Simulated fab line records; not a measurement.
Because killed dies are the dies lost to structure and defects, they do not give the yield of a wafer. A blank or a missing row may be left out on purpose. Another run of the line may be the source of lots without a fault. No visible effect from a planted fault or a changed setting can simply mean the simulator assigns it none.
Struck lot and sound lot, side by side | flow nand_harc | 15 out of 1302 route steps
Sound: these wafers, L913.2, L913.5, L913.6. Struck: wafers L927.2, L927.4, L927.6. Last of all comes the cause.
At each step with rows: each side's tool, then ch and its chambers, then its first start. Under that, the readings that differ: sound wafers | struck wafers | difference of the means | sigmas: that difference in standard deviations of wafers without a fault.
alike: readings whose means differ by less than 2 such deviations, and words and numbers that are the same on both sides. not compared: withheld readings, readings that some wafer has no value for, bounds like >300 that may hide the same value, and numbers for which the record gives no deviation and whose values overlap.
The two part at a step that has a row with sigmas, a row that says differs or no value, or rows on one side only. Numbers that don't overlap but have no deviation are shown without sigmas and don't part them. A reading missing from all wafers of one side parts the sides only when that side holds two or more wafers.

NHARC_A_DECK1_JOINT_INSPECT_05:
  sound: defect_inspect-02 at day 13 05:37; struck: defect_inspect-02 at day 19 11:16
  alike: raw_defect_count
following that, 1 step holds no rows for these wafers, namely NHARC_A_ONON_D2_DEP_00 (target thickness 1000 nm).
NHARC_A_ONON_D2_THK_MEAS_02: measures by ellipsometry.
  sound: film_metro-02 at day 13 06:11; struck: film_metro-01 at day 19 11:50
  alike: thk_nm
following that, 1 step holds no rows for these wafers, namely NHARC_A_ONON_D2_DEP_03 (target thickness 1000 nm).
NHARC_A_ONON_D2_THK_MEAS_05: measures by ellipsometry.
  sound: film_metro-02 at day 13 06:46; struck: film_metro-01 at day 19 12:24
  reading     | sound          | struck         | difference | sigmas
  thk_nm (nm) | 1028 1028 1028 | 1003 1001 1001 | -26        | -2
following that, 1 step holds no rows for these wafers, namely NHARC_A_ONON_D2_DEP_06 (target thickness 1000 nm).
NHARC_A_ONON_D2_THK_MEAS_08: measures by ellipsometry.
  sound: film_metro-02 at day 13 07:20; struck: film_metro-01 at day 19 12:58
  reading     | sound       | struck         | difference | sigmas
  thk_nm (nm) | 983 984 981 | 1016 1016 1016 | +33        | +3
following that, 1 step holds no rows for these wafers, namely NHARC_A_ONON_D2_DEP_09 (target thickness 1000 nm).
NHARC_A_ONON_D2_THK_MEAS_11: measures by ellipsometry.
  sound: film_metro-01 at day 13 07:54; struck: film_metro-01 at day 19 13:32
  alike: thk_nm
following that, 1 step holds no rows for these wafers, namely NHARC_A_ONON_D2_DEP_12 (target thickness 1000 nm).
NHARC_A_ONON_D2_THK_MEAS_14: measures by ellipsometry.
  sound: film_metro-02 at day 13 08:28; struck: film_metro-02 at day 19 14:06
  alike: thk_nm
then, 1 step without rows for these wafers: NHARC_A_ONON_D2_ANNEAL_15 (time 3600 s).
NHARC_A_ONON_D2_DEP_16: target thk 1000 nm.
  sound on pecvd_onon-03 ch 0, day 13 15:19; struck on pecvd_onon-03 ch 0, day 19 20:59
NHARC_A_ONON_D2_THK_MEAS_18: measures by ellipsometry.
  sound: film_metro-02 at day 13 15:47; struck: film_metro-02 at day 19 21:37
  reading     | sound          | struck      | difference | sigmas
  thk_nm (nm) | 1008 1011 1009 | 651 651 651 | -358       | -33
  not compared: hold
-- jump in the record: it breaks off in module A_ONON_D2 and resumes in module END (first step shown: number 1302 of the route), and 12 days separate the struck wafers' starts before and after --
NHARC_END_SORT_01:
  sound on prober-02 ch 0, day 26 08:30; struck on prober-01 ch 0, day 31 14:13
  reading         | sound    | struck                                                               | difference                   | sigmas
  hold            | - - -    | await_dispo/3.9h/scrap await_dispo/3.9h/scrap await_dispo/3.9h/scrap | no value on the sound wafers |
  killed_at_array | 44 41 40 | 676 675 675                                                          | +634                         | +35
  killed_dies     | 55 48 49 | 677 677 677                                                          | +626                         | +35
  alike: killed_at_other, killed_at_periphery, killed_open, killed_short

== WHERE THEY PART ==
First at NHARC_A_ONON_D2_THK_MEAS_05; last, within this record, at NHARC_END_SORT_01.

WHY: the cause the simulator had injected
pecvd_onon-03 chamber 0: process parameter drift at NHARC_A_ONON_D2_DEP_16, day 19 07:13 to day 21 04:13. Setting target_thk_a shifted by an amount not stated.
